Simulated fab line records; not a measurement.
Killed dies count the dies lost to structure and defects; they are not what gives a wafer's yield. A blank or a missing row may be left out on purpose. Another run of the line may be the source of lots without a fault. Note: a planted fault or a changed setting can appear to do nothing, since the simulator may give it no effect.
Matching of chambers | flow n5_finfet | 4 sister chambers for N5_SPACER0_ALD_08 on ald_sin-01
The step deposits SiNx, target thk 2 nm. 8 wafers are shown with their chamber, then 6 later ones without.

WAFERS WITH THEIR CHAMBER
wafer  | chamber | heater_power_w (W)
L476.6 | 2       | 997
L478.4 | 1       | 699
L485.6 | 0       | 731
L488.1 | 3       | 940
L488.2 | 0       | 731
L488.5 | 2       | 919
L489.3 | 3       | 888
L489.4 | 1       | 697

WAFERS MISSING THEIR CHAMBER
wafer  | heater_power_w (W)
L489.6 | 904
L496.1 | 970
L496.5 | 934
L499.1 | 744
L499.2 | 916
L499.6 | 707

WHICH CHAMBER EACH ONE RAN IN
wafer  | from the rows above     | in truth
L489.6 | can't be placed: 3 or 2 | 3
L496.1 | can't be placed: 2 or 3 | 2
L496.5 | can't be placed: 3 or 2 | 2
L499.1 | can't be placed: 0 or 1 | 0
L499.2 | can't be placed: 3 or 2 | 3
L499.6 | can't be placed: 1 or 0 | 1
Correctly placed: 0 of 6. These rows do not allow placing 6 (true chamber among the candidates in 6). Number placed wrongly: 0.
How it was worked out, from the rows above alone: a wafer's distance from a chamber is the root of the sum, over the readings, of the square of ((its reading less the chamber's mean) divided by the reading's scatter). If the next closest chamber is less than 2 further off than the closest, the wafer can't be placed; otherwise it belongs to the closest. A chamber's mean is the mean of its shown wafers. How the scatter is found: for the shown wafers, subtract from each reading the mean of its chamber, square and add these, divide the total by (wafers less chambers), then take the root.
